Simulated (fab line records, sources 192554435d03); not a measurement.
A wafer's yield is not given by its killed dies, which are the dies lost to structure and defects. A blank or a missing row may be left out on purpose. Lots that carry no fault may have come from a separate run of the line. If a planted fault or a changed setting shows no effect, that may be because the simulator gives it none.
Which of the tools did it? :: flow n5 finfet :: 12 lots, 36 wafers sampled, at 4 steps of a route of 1938

== WHAT EACH GAUGE READ, for each wafer ==
N5_BEOL_M9_THK_MEAS_01.
lot: L074
measured: day 10 05:25
on: film metro-02
M9_ILD_THK (nm): 268 270 273

lot: L077
measured: day 10 11:43
on: film metro-02
M9_ILD_THK (nm): 262 263 265

lot: L079
measured: day 10 17:20
on: film metro-02
M9_ILD_THK (nm): 266 266 274

lot: L081
measured: day 11 15:29
on: film metro-01
M9_ILD_THK (nm): 268 268 271

lot: L083
measured: day 12 07:14
on: film metro-02
M9_ILD_THK (nm): 266 267 269

lot: L085
measured: day 12 16:53
on: film metro-01
M9_ILD_THK (nm): 268 270 273

lot: L088
measured: day 13 05:23
on: film metro-02
M9_ILD_THK (nm): 270 265 268

lot: L086
measured: day 13 08:35
on: film metro-02
M9_ILD_THK (nm): 269 274 275

lot: L092
measured: day 14 03:54
on: film metro-02
M9_ILD_THK (nm): 267 263 267

lot: L093
measured: day 14 08:02
on: film metro-01
M9_ILD_THK (nm): 270 270 276

lot: L094
measured: day 14 19:42
on: film metro-01
M9_ILD_THK (nm): 265 263 268

lot: L097
measured: day 15 09:20
on: film metro-02
M9_ILD_THK (nm): 268 271 270

== WHICH TOOL RAN EACH LOT (tool, then ch and the chambers of the sampled wafers, then the start) ==
lot: L074
N5_BEOL_M7_STRIP_36: rie diel-06 ch 0,2,3, day 9 17:18
N5_BEOL_M7_ETCH_41: rie diel-06 ch 0,2,3, day 9 22:15 or earlier
N5_BEOL_M8_DESCUM_16: rie diel-01 ch 0,1, day 9 22:15

lot: L077
N5_BEOL_M7_STRIP_36: rie diel-04 ch 2,3, day 9 23:44
N5_BEOL_M7_ETCH_41: rie diel-04 ch 2,3, day 10 05:28 or earlier
N5_BEOL_M8_DESCUM_16: rie diel-05 ch 1,2, day 10 05:28

lot: L079
N5_BEOL_M7_STRIP_36: rie diel-02 ch 1,2, day 10 05:11
N5_BEOL_M7_ETCH_41: rie diel-02 ch 1,2, day 10 11:07 or earlier
N5_BEOL_M8_DESCUM_16: rie diel-05 ch 0,1,3, day 10 11:07

lot: L081
N5_BEOL_M7_STRIP_36: rie diel-02 ch 0,2, day 11 01:44
N5_BEOL_M7_ETCH_41: rie diel-02 ch 0,2, day 11 07:26 or earlier
N5_BEOL_M8_DESCUM_16: rie diel-01 ch 0,2, day 11 07:26

lot: L083
N5_BEOL_M7_STRIP_36: rie diel-02 ch 1,2,3, day 11 18:29
N5_BEOL_M7_ETCH_41: rie diel-02 ch 1,2,3, day 12 00:17 or earlier
N5_BEOL_M8_DESCUM_16: rie diel-01 ch 0,1,2, day 12 00:17

lot: L085
N5_BEOL_M7_STRIP_36: rie diel-02 ch 0,2,3, day 12 07:33
N5_BEOL_M7_ETCH_41: rie diel-02 ch 0,2,3, day 12 11:39 or earlier
N5_BEOL_M8_DESCUM_16: rie diel-03 ch 1,3, day 12 11:39

lot: L088
N5_BEOL_M7_STRIP_36: rie diel-02 ch 0,1,3, day 12 17:12
N5_BEOL_M7_ETCH_41: rie diel-02 ch 0,1,3, day 12 22:05 or earlier
N5_BEOL_M8_DESCUM_16: rie diel-05 ch 0,3, day 12 22:05

lot: L086
N5_BEOL_M7_STRIP_36: rie diel-06 ch 2,3, day 12 21:16
N5_BEOL_M7_ETCH_41: rie diel-06 ch 2,3, day 13 02:05 or earlier
N5_BEOL_M8_DESCUM_16: rie diel-01 ch 0,1, day 13 02:05

lot: L092
N5_BEOL_M7_STRIP_36: rie diel-06 ch 0,3, day 13 18:40
N5_BEOL_M7_ETCH_41: rie diel-06 ch 0,3, day 13 23:14 or earlier
N5_BEOL_M8_DESCUM_16: rie diel-05 ch 0,2,3, day 13 23:14

lot: L093
N5_BEOL_M7_STRIP_36: rie diel-06 ch 0,1, day 13 22:22
N5_BEOL_M7_ETCH_41: rie diel-06 ch 0,1, day 14 02:29 or earlier
N5_BEOL_M8_DESCUM_16: rie diel-03 ch 1,2,3, day 14 02:29

lot: L094
N5_BEOL_M7_STRIP_36: rie diel-02 ch 0,2,3, day 14 07:35
N5_BEOL_M7_ETCH_41: rie diel-02 ch 0,2,3, day 14 15:15 or earlier
N5_BEOL_M8_DESCUM_16: rie diel-01 ch 1,2,3, day 14 15:15

lot: L097
N5_BEOL_M7_STRIP_36: rie diel-06 ch 2,3, day 14 20:16
N5_BEOL_M7_ETCH_41: rie diel-06 ch 2,3, day 15 00:54 or earlier
N5_BEOL_M8_DESCUM_16: rie diel-03 ch 0,1,3, day 15 00:54
- N5_BEOL_M7_STRIP_36: strips in N2/H2.
- N5_BEOL_M7_ETCH_41: etches SiCN in CH3F/O2, target depth 31.9 nm, time 57.8 s.
- N5_BEOL_M8_DESCUM_16: chemistry O2, time 7.9 s.

== THE ANSWER, worked out from the rows above alone ==
Rule: what is usual is taken from the lots themselves. Put in order of their means at a reading, lots are off if they are a third of the lots or fewer, leave a main group of 4 or more, and stand apart from it by a gap of 3 or more times the standard deviation of the main group's means; of several such gaps the widest counts. If all means in a main group match to the digits the tables above print for the reading, that group is not used. A lot without any number at a reading at which 4 lots or more have one is off too. All remaining lots with rows at the step are treated as sound.
None of the lots is off at any reading shown; this tells nothing.

== WHAT THE SIMULATOR HAD PUT IN ==
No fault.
